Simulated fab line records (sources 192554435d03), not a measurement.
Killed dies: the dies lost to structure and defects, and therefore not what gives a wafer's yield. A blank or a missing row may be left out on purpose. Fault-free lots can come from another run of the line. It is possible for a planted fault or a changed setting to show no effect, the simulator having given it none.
The tool behind it: which one?    flow n5Finfet    Sampling: 24 lots, 72 wafers, 4 of 1938 route steps

== WHAT EACH GAUGE READ, for each wafer ==
N5_BEOL_M9_OVL_MEAS_29.
lot   measured      on          V8_OVL (nm)
L074  day 9 11:04   overlay-02  -1.7 -0.7 -1.3
L075  day 9 17:33   overlay-01  -0.3 -1.0 -0.6
L076  day 9 22:16   overlay-02  -0.6 0.2 0.3
L077  day 10 07:03  overlay-01  -0.1 0.1 -0.1
L078  day 10 06:58  overlay-02  0.0 0.5 -0.8
L079  day 10 23:19  overlay-01  0.8 0.5 -0.4
L080  day 11 02:28  overlay-02  -0.9 0.1 -1.2
L081  day 11 11:04  overlay-02  -1.6 -1.5 -0.1
L082  day 12 01:07  overlay-02  0.1 -0.1 -0.5
L083  day 12 00:56  overlay-01  0.1 -0.7 -0.1
L085  day 12 04:45  overlay-01  -0.4 -1.2 -1.6
L084  day 12 08:16  overlay-01  -0.2 0.0 -0.6
L086  day 12 21:37  overlay-01  0.8 1.6 0.8
L087  day 13 00:50  overlay-02  -1.1 -1.4 -0.3
L088  day 13 01:01  overlay-02  -0.2 -0.1 -0.9
L089  day 13 02:36  overlay-01  0.2 0.4 -0.3
L090  day 13 16:05  overlay-01  -0.1 0.5 0.3
L091  day 13 18:50  overlay-02  1.5 1.1 0.6
L092  day 14 00:56  overlay-01  -0.5 -0.1 -1.4
L094  day 14 22:58  overlay-02  0.1 -0.1 -0.4
L093  day 14 22:55  overlay-01  -0.5 -0.3 -0.6
L095  day 14 22:53  overlay-02  -0.3 -0.1 -1.0
L096  day 15 12:07  overlay-02  -1.3 -0.5 -2.4
L097  day 15 14:46  overlay-02  -0.7 0.0 0.0

N5_BEOL_M9_INSPECT_30: inspects for defects (brightfield).
lot   measured      on                rawDefectCount
L074  day 9 11:08   defectInspect-01  311 331 367
L075  day 9 17:36   defectInspect-02  424 704 529
L076  day 9 22:19   defectInspect-01  443 443 463
L077  day 10 07:07  defectInspect-02  428 616 414
L078  day 10 07:02  defectInspect-01  332 385 355
L079  day 10 23:22  defectInspect-01  256 347 386
L080  day 11 02:31  defectInspect-02  487 536 566
L081  day 11 11:07  defectInspect-01  361 297 363
L082  day 12 01:10  defectInspect-01  395 383 400
L083  day 12 00:59  defectInspect-02  549 534 456
L085  day 12 04:49  defectInspect-01  363 458 456
L084  day 12 08:20  defectInspect-01  198 261 186
L086  day 12 21:41  defectInspect-02  382 386 283
L087  day 13 00:53  defectInspect-02  500 528 563
L088  day 13 01:04  defectInspect-01  628 514 514
L089  day 13 02:40  defectInspect-01  305 173 403
L090  day 13 16:08  defectInspect-02  459 445 329
L091  day 13 18:53  defectInspect-01  353 326 401
L092  day 14 01:00  defectInspect-01  409 392 460
L094  day 14 23:01  defectInspect-02  359 306 301
L093  day 14 22:59  defectInspect-01  315 439 377
L095  day 14 22:56  defectInspect-02  420 388 375
L096  day 15 12:10  defectInspect-02  453 430 387
L097  day 15 14:50  defectInspect-02  349 383 311

== EACH LOT AND THE TOOL THAT RAN IT (in order: tool; ch and the chambers of the sampled wafers; start) ==
lot   N5_BEOL_M9_PECVD_70              N5_BEOL_M9_STRIP_67
L074  pecvd-01 ch 0,2, day 9 09:17     rieDiel-03 ch 0,1, day 9 10:16
L075  pecvd-01 ch 0,1, day 9 15:16     rieDiel-01 ch 2,3, day 9 16:24
L076  pecvd-01 ch 0, day 9 17:52       rieDiel-03 ch 0,3, day 9 20:04
L077  pecvd-02 ch 0,2, day 10 02:37    rieDiel-01 ch 1,2, day 10 05:12
L078  pecvd-02 ch 0,2, day 10 03:02    rieDiel-02 ch 0,3, day 10 05:26
L079  pecvd-04 ch 0,1,2, day 10 18:53  rieDiel-01 ch 1,2,3, day 10 22:01
L080  pecvd-04 ch 0,1,2, day 10 22:45  rieDiel-01 ch 1,3, day 11 01:17
L081  pecvd-04 ch 0,1,2, day 11 04:35  rieDiel-02 ch 0,1,2, day 11 10:16
L082  pecvd-02 ch 0,1, day 11 20:55    rieDiel-01 ch 0,3, day 11 23:36
L083  pecvd-02 ch 0,1, day 11 21:33    rieDiel-03 ch 1,2, day 11 23:53
L085  pecvd-02 ch 1,2, day 12 01:49    rieDiel-03 ch 0,3, day 12 03:21
L084  pecvd-04 ch 0,1,2, day 12 05:43  rieDiel-03 ch 0,1,2, day 12 07:28
L086  pecvd-01 ch 0,1, day 12 19:12    rieDiel-03 ch 0,2,3, day 12 20:11
L087  pecvd-02 ch 0,1,2, day 12 21:26  rieDiel-01 ch 1,2,3, day 12 23:43
L088  pecvd-01 ch 0,1,2, day 12 21:56  rieDiel-02 ch 1,2,3, day 12 23:52
L089  pecvd-01 ch 0,1,2, day 12 23:59  rieDiel-03 ch 0,1,3, day 13 01:55
L090  pecvd-01 ch 0,2, day 13 09:49    rieDiel-03 ch 0,3, day 13 13:14
L091  pecvd-01 ch 0,1,2, day 13 15:29  rieDiel-01 ch 0,2,3, day 13 17:54
L092  pecvd-01 ch 0,1,2, day 13 20:41  rieDiel-02 ch 0,1,3, day 13 23:25
L094  pecvd-01 ch 0,1,2, day 14 18:09  rieDiel-01 ch 0,2, day 14 19:37
L093  pecvd-02 ch 0,1,2, day 14 18:32  rieDiel-01 ch 0,2,3, day 14 20:13
L095  pecvd-02 ch 1,2, day 14 18:53    rieDiel-03 ch 0,2, day 14 20:32
L096  pecvd-04 ch 0,1,2, day 15 08:17  rieDiel-03 ch 1,3, day 15 10:36
L097  pecvd-04 ch 0,1, day 15 12:46    rieDiel-02 ch 0,1,3, day 15 14:01
- N5_BEOL_M9_PECVD_70: deposits SiO2 from TEOS/O2, target thk 20 nm, time 22.7 s.
- N5_BEOL_M9_STRIP_67: strips in CF4.

== WHAT THE TOOLS THEMSELVES READ (means of the sampled wafers that have a number; where no wafer has one, the mark that the record gives instead) ==
N5_BEOL_M9_PECVD_70.
lot   tool      heaterPowerW (W)  showerheadPlenumPTorr (Torr)  susceptorTempC (C)  throttleValvePct (%)
L074  pecvd-01  696               8.86                          400.05              21.7
L075  pecvd-01  657               8.80                          400.07              21.3
L076  pecvd-01  581               8.87                          400.36              21.2
L077  pecvd-02  619               8.81                          399.78              22.5
L078  pecvd-02  684               8.79                          399.89              22.7
L079  pecvd-04  772               8.85                          400.03              21.4
L080  pecvd-04  777               8.84                          400.20              21.3
L081  pecvd-04  786               8.87                          400.15              21.4
L082  pecvd-02  734               8.82                          399.85              23.1
L083  pecvd-02  718               8.80                          400.11              23.0
L085  pecvd-02  711               8.82                          399.95              22.1
L084  pecvd-04  763               8.86                          399.86              21.4
L086  pecvd-01  625               8.79                          400.11              21.6
L087  pecvd-02  653               8.81                          400.24              22.9
L088  pecvd-01  650               8.79                          399.99              21.6
L089  pecvd-01  608               8.78                          400.14              21.4
L090  pecvd-01  622               8.82                          400.07              20.8
L091  pecvd-01  645               8.79                          400.02              21.6
L092  pecvd-01  696               8.78                          400.00              21.4
L094  pecvd-01  658               8.79                          399.93              21.5
L093  pecvd-02  665               8.82                          400.20              23.1
L095  pecvd-02  725               8.81                          399.66              22.1
L096  pecvd-04  796               8.86                          400.30              21.5
L097  pecvd-04  768               8.90                          400.42              22.6

N5_BEOL_M9_STRIP_67.
lot   tool        drypumpMotorCurrentA (A)  oesProductAu (a.u.)  rfVppV (V)  showerheadPlenumPTorr (Torr)  throttleValvePct (%)
L074  rieDiel-03  6.0                       0.74                 272.0       1.86                          13.88
L075  rieDiel-01  6.0                       0.76                 270.0       1.76                          13.70
L076  rieDiel-03  5.8                       0.72                 270.0       1.75                          13.69
L077  rieDiel-01  6.0                       0.74                 270.2       1.75                          13.74
L078  rieDiel-02  5.6                       0.77                 270.6       1.78                          13.41
L079  rieDiel-01  5.7                       0.73                 270.4       1.77                          13.77
L080  rieDiel-01  5.5                       0.72                 271.6       1.78                          13.81
L081  rieDiel-02  5.7                       0.76                 271.6       1.78                          13.81
L082  rieDiel-01  5.6                       0.70                 269.7       1.78                          13.72
L083  rieDiel-03  6.1                       0.87                 274.0       1.87                          13.63
L085  rieDiel-03  5.7                       0.71                 271.1       1.80                          13.73
L084  rieDiel-03  6.0                       0.80                 273.2       1.86                          13.72
L086  rieDiel-03  5.8                       0.78                 271.2       1.81                          13.64
L087  rieDiel-01  5.8                       0.72                 270.7       1.76                          13.81
L088  rieDiel-02  5.4                       0.77                 270.7       1.77                          13.53
L089  rieDiel-03  5.9                       0.72                 270.6       1.80                          13.83
L090  rieDiel-03  5.7                       0.71                 269.9       1.75                          13.74
L091  rieDiel-01  5.8                       0.80                 270.2       1.76                          13.57
L092  rieDiel-02  5.8                       0.78                 270.0       1.77                          13.59
L094  rieDiel-01  5.9                       0.86                 270.0       1.76                          13.35
L093  rieDiel-01  5.8                       0.78                 269.4       1.76                          13.59
L095  rieDiel-03  5.8                       0.77                 272.5       1.85                          13.68
L096  rieDiel-03  5.9                       0.71                 269.1       1.75                          13.87
L097  rieDiel-02  5.8                       0.77                 270.3       1.77                          13.62

== THE ANSWER, worked out from the rows above alone ==
Rule: what is usual is taken from the lots themselves. The widest of any qualifying gaps counts: lots, ordered by their means at a reading, are off when they make up no more than a third of the lots, leave a main group of 4 or more, and stand apart from it by 3 or more times the standard deviation of that group's means. A main group is skipped when, at the precision printed for the reading in the tables above, its means are all equal. Also off: a lot with no number at a reading for which 4 or more lots have one. All remaining lots with rows at the step are treated as sound. Order of review: gauges by route order, followed by the tools' own readings, for which a lot's mean as printed above is used. The first step at which some lot is off is used, and at that step the reading that is off furthest; a lot without a number counts as furthest.
No lot is off at any reading shown: from this, nothing can be told.

== WHAT HAD BEEN PUT IN BY THE SIMULATOR ==
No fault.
